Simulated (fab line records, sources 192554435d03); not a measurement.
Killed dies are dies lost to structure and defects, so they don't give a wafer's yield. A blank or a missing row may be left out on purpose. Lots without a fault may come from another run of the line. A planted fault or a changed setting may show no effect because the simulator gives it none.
Chamber matching | flow n5_finfet | N5_BEOL_M4_ETCH_70 on rie_diel-03: 4 sister chambers
The step etches SOC in N2/H2, target depth 80 nm, overetch 24 nm, time 130 s. 16 wafers are shown with their chamber, then 8 later ones without.

WAFERS WITH THEIR CHAMBER
wafer  | chamber | showerhead_plenum_p_Torr (Torr) | throttle_valve_pct (%) | oes_product_au (a.u.)
L074.1 | 0       | 2.62                            | 18.16                  | 0.51
L074.3 | 2       | 2.44                            | 17.88                  | 0.55
L074.5 | 2       | 2.44                            | 17.88                  | 0.54
L076.1 | 3       | 2.57                            | 17.64                  | 0.60
L076.3 | 1       | 2.38                            | 17.86                  | 0.52
L076.6 | 0       | 2.61                            | 18.20                  | 0.51
L080.1 | 1       | 2.37                            | 17.86                  | 0.52
L080.2 | 0       | 2.61                            | 18.20                  | 0.51
L080.6 | 2       | 2.44                            | 17.91                  | 0.55
L079.3 | 1       | 2.37                            | 17.84                  | 0.51
L079.4 | 3       | 2.57                            | 17.65                  | 0.61
L079.6 | 3       | 2.57                            | 17.64                  | 0.60
L084.1 | 1       | 2.37                            | 17.88                  | 0.51
L084.3 | 0       | 2.61                            | 18.21                  | 0.50
L084.4 | 2       | 2.43                            | 17.92                  | 0.53
L086.1 | 1       | 2.37                            | 17.90                  | 0.50

SIGNATURES (means of the wafers above)
reading                  | chamber 0 | chamber 1 | chamber 2 | chamber 3 | scatter within a chamber
showerhead_plenum_p_Torr | 2.6125    | 2.3720    | 2.4375    | 2.5700    | 0.00438
throttle_valve_pct       | 18.1925   | 17.8680   | 17.8975   | 17.6433   | 0.0202
oes_product_au           | 0.5075    | 0.5120    | 0.5425    | 0.6033    | 0.00762
Rule: a wafer's distance from a chamber is the root of the sum, over the readings, of the square of ((its reading less the chamber's mean) divided by the reading's scatter). The wafer belongs to the nearest chamber; if the next one is less than 2 further off, it can't be placed. The scatter: the root of (the sum of the squares of (reading less its chamber's mean) over the shown wafers, divided by (wafers less chambers)).

WAFERS WITHOUT THEIR CHAMBER
wafer  | showerhead_plenum_p_Torr (Torr) | throttle_valve_pct (%) | oes_product_au (a.u.)
L086.2 | 2.61                            | 18.23                  | 0.50
L086.5 | 2.43                            | 17.95                  | 0.54
L093.3 | 2.60                            | 18.24                  | 0.50
L093.4 | 2.60                            | 18.23                  | 0.50
L093.5 | 2.56                            | 17.70                  | 0.59
L094.4 | 2.68                            | 17.58                  | 0.72
L094.5 | 2.56                            | 17.70                  | 0.58
L094.6 | 2.42                            | 17.95                  | 0.52

WHICH CHAMBER EACH WENT THROUGH
wafer  | from the rows above | in truth
L086.2 | 0                   | 0
L086.5 | 2                   | 2
L093.3 | 0                   | 0
L093.4 | 0                   | 0
L093.5 | 3                   | 3
L094.4 | 3                   | 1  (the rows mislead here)
L094.5 | 3                   | 3
L094.6 | 2                   | 2
Placed correctly: 7 of 8. Can't be placed from these rows: 0. Placed wrongly: 1.
